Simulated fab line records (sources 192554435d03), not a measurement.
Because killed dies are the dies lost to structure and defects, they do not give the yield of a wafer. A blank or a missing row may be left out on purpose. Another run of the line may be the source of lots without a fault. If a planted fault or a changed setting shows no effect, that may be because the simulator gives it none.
Chamber matching || flow n5_finfet || N5_BEOL_M13_ILD_DEP_00 on pecvd-04 has 3 sister chambers
The step deposits SiOC from DEMS/O2, target thk 837.92 nm, time 166.4 s. 6 wafers are shown with their chamber, then 8 later ones without.

== WAFERS, EACH WITH ITS CHAMBER ==
{"wafer": "L080.1", "chamber": 2, "throttle_valve_pct (%)": 12.1, "showerhead_plenum_p_Torr (Torr)": 5.698}
{"wafer": "L084.6", "chamber": 2, "throttle_valve_pct (%)": 12.1, "showerhead_plenum_p_Torr (Torr)": 5.715}
{"wafer": "L085.1", "chamber": 1, "throttle_valve_pct (%)": 13.2, "showerhead_plenum_p_Torr (Torr)": 5.675}
{"wafer": "L085.2", "chamber": 0, "throttle_valve_pct (%)": 12.3, "showerhead_plenum_p_Torr (Torr)": 5.722}
{"wafer": "L085.6", "chamber": 1, "throttle_valve_pct (%)": 13.1, "showerhead_plenum_p_Torr (Torr)": 5.671}
{"wafer": "L086.3", "chamber": 0, "throttle_valve_pct (%)": 12.5, "showerhead_plenum_p_Torr (Torr)": 5.729}

== WAFERS WHOSE CHAMBER IS MISSING ==
{"wafer": "L086.4", "throttle_valve_pct (%)": 12.1, "showerhead_plenum_p_Torr (Torr)": 5.700}
{"wafer": "L086.5", "throttle_valve_pct (%)": 13.1, "showerhead_plenum_p_Torr (Torr)": 5.659}
{"wafer": "L094.1", "throttle_valve_pct (%)": 13.2, "showerhead_plenum_p_Torr (Torr)": 5.658}
{"wafer": "L094.5", "throttle_valve_pct (%)": 12.5, "showerhead_plenum_p_Torr (Torr)": 5.729}
{"wafer": "L094.6", "throttle_valve_pct (%)": 13.4, "showerhead_plenum_p_Torr (Torr)": 5.664}
{"wafer": "L096.1", "throttle_valve_pct (%)": 12.4, "showerhead_plenum_p_Torr (Torr)": 5.710}
{"wafer": "L096.3", "throttle_valve_pct (%)": 12.2, "showerhead_plenum_p_Torr (Torr)": 5.713}
{"wafer": "L096.5", "throttle_valve_pct (%)": 12.3, "showerhead_plenum_p_Torr (Torr)": 5.696}

== WHICH CHAMBER EACH ONE RAN IN ==
{"wafer": "L086.4", "from the rows above": 2, "in truth": 2}
{"wafer": "L086.5", "from the rows above": 1, "in truth": 1}
{"wafer": "L094.1", "from the rows above": 1, "in truth": 1}
{"wafer": "L094.5", "from the rows above": 0, "in truth": 0}
{"wafer": "L094.6", "from the rows above": 1, "in truth": 1}
{"wafer": "L096.1", "from the rows above": "can't be placed: 0 or 2", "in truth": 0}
{"wafer": "L096.3", "from the rows above": "can't be placed: 2 or 0", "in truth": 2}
{"wafer": "L096.5", "from the rows above": "can't be placed: 2 or 0", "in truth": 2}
Placed correctly: 5 of 8. Can't be placed from these rows: 3 (the true chamber is among the candidates in 3). Number placed wrongly: 0.
How it was worked out, from the rows above alone: a wafer's distance from a chamber is the root of the sum, over the readings, of the square of ((its reading less the chamber's mean) divided by the reading's scatter). The wafer belongs to the nearest chamber; if the next one is less than 2 further off, it can't be placed. For every chamber, the mean is computed from those of its wafers that are shown. How the scatter is found: for the shown wafers, subtract from each reading the mean of its chamber, square and add these, divide the total by (wafers less chambers), then take the root.
